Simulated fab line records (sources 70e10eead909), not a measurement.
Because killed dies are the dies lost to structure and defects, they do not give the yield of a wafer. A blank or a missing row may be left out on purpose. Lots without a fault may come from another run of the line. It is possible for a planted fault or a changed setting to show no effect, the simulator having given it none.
Matching of chambers / flow nand-harc / NHARC_P_GATE_STRIP_101 on rie-diel-13: 4 sister chambers
The step strips in O2, time 20 s. 4 wafers are shown with their chamber, then 8 later ones without.

== WAFERS WITH THEIR CHAMBER ==
wafer=L084.2; chamber=1; showerhead-plenum-p-Torr (Torr)=3.48
wafer=L086.1; chamber=3; showerhead-plenum-p-Torr (Torr)=3.47
wafer=L086.4; chamber=2; showerhead-plenum-p-Torr (Torr)=3.68
wafer=L089.2; chamber=0; showerhead-plenum-p-Torr (Torr)=3.39

== WAFERS MISSING THEIR CHAMBER ==
wafer=L089.4; showerhead-plenum-p-Torr (Torr)=3.48
wafer=L089.5; showerhead-plenum-p-Torr (Torr)=3.68
wafer=L089.1; showerhead-plenum-p-Torr (Torr)=3.68
wafer=L089.3; showerhead-plenum-p-Torr (Torr)=3.47
wafer=L089.6; showerhead-plenum-p-Torr (Torr)=3.48
wafer=L090.2; showerhead-plenum-p-Torr (Torr)=3.67
wafer=L090.4; showerhead-plenum-p-Torr (Torr)=3.39
wafer=L090.5; showerhead-plenum-p-Torr (Torr)=3.39

== WHICH CHAMBER EACH WENT THROUGH ==
wafer=L089.4; from the rows above=1; in truth=1
wafer=L089.5; from the rows above=2; in truth=2
wafer=L089.1; from the rows above=2; in truth=2
wafer=L089.3; from the rows above=3; in truth=3
wafer=L089.6; from the rows above=1; in truth=1
wafer=L090.2; from the rows above=2; in truth=2
wafer=L090.4; from the rows above=0; in truth=0
wafer=L090.5; from the rows above=0; in truth=0
Correct placement for 8 of the 8. Can't be placed from these rows: 0. Number placed wrongly: 0.
How it was worked out, from the rows above alone: a wafer's distance from a chamber is the root of the sum, over the readings, of the square of ((its reading less the chamber's mean) divided by the reading's scatter). The wafer belongs to the nearest chamber; if the next one is less than 2 further off, it can't be placed. Each chamber's mean is taken over the wafers shown for it. The scatter (one wafer shown for each chamber): square how far every hidden wafer sits from the nearest shown wafer, average those squares and take the square root.
